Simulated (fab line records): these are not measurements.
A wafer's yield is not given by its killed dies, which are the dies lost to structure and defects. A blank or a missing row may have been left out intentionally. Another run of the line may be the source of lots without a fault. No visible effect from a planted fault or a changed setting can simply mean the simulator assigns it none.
Chamber matching :: flow n5-finfet :: 4 sister chambers for N5_BEOL_M9_ETCH_66 on rie-diel-06
The step etches SOC in N2/H2, target depth 80 nm, overetch 16 nm, time 120 s. 4 wafers are shown with their chamber, then 12 later ones without.

## WAFERS WITH THEIR CHAMBER
wafer: L085.2
chamber: 1
showerhead-plenum-p-Torr (Torr): 2.65

wafer: L088.1
chamber: 0
showerhead-plenum-p-Torr (Torr): 2.59

wafer: L088.2
chamber: 3
showerhead-plenum-p-Torr (Torr): 2.46

wafer: L088.5
chamber: 2
showerhead-plenum-p-Torr (Torr): 2.69

## WAFERS WHOSE CHAMBER IS MISSING
wafer: L090.2
showerhead-plenum-p-Torr (Torr): 2.65

wafer: L090.3
showerhead-plenum-p-Torr (Torr): 2.69

wafer: L090.5
showerhead-plenum-p-Torr (Torr): 2.69

wafer: L096.2
showerhead-plenum-p-Torr (Torr): 2.58

wafer: L096.4
showerhead-plenum-p-Torr (Torr): 2.69

wafer: L096.5
showerhead-plenum-p-Torr (Torr): 2.58

wafer: L097.3
showerhead-plenum-p-Torr (Torr): 2.58

wafer: L097.5
showerhead-plenum-p-Torr (Torr): 2.45

wafer: L097.6
showerhead-plenum-p-Torr (Torr): 2.58

wafer: L091.3
showerhead-plenum-p-Torr (Torr): 2.58

wafer: L091.4
showerhead-plenum-p-Torr (Torr): 2.45

wafer: L091.5
showerhead-plenum-p-Torr (Torr): 2.68

## WHICH CHAMBER EACH ONE RAN IN
wafer: L090.2
from the rows above: 1
in truth: 1

wafer: L090.3
from the rows above: 2
in truth: 2

wafer: L090.5
from the rows above: 2
in truth: 2

wafer: L096.2
from the rows above: 0
in truth: 0

wafer: L096.4
from the rows above: 2
in truth: 2

wafer: L096.5
from the rows above: 0
in truth: 0

wafer: L097.3
from the rows above: 0
in truth: 0

wafer: L097.5
from the rows above: 3
in truth: 3

wafer: L097.6
from the rows above: 0
in truth: 0

wafer: L091.3
from the rows above: 0
in truth: 0

wafer: L091.4
from the rows above: 3
in truth: 3

wafer: L091.5
from the rows above: 2
in truth: 2
Placed correctly: 12 of 12. Left unplaced by these rows: 0. Wrongly placed: 0.
How it was worked out, from the rows above alone: a wafer's distance from a chamber is the root of the sum, over the readings, of the square of ((its reading less the chamber's mean) divided by the reading's scatter). If the next closest chamber is less than 2 further off than the closest, the wafer can't be placed; otherwise it belongs to the closest. The mean given for a chamber averages the wafers shown for that chamber. The scatter: with one shown wafer a chamber, the root of the mean of the squares of how far each hidden wafer lies from its nearest shown one.
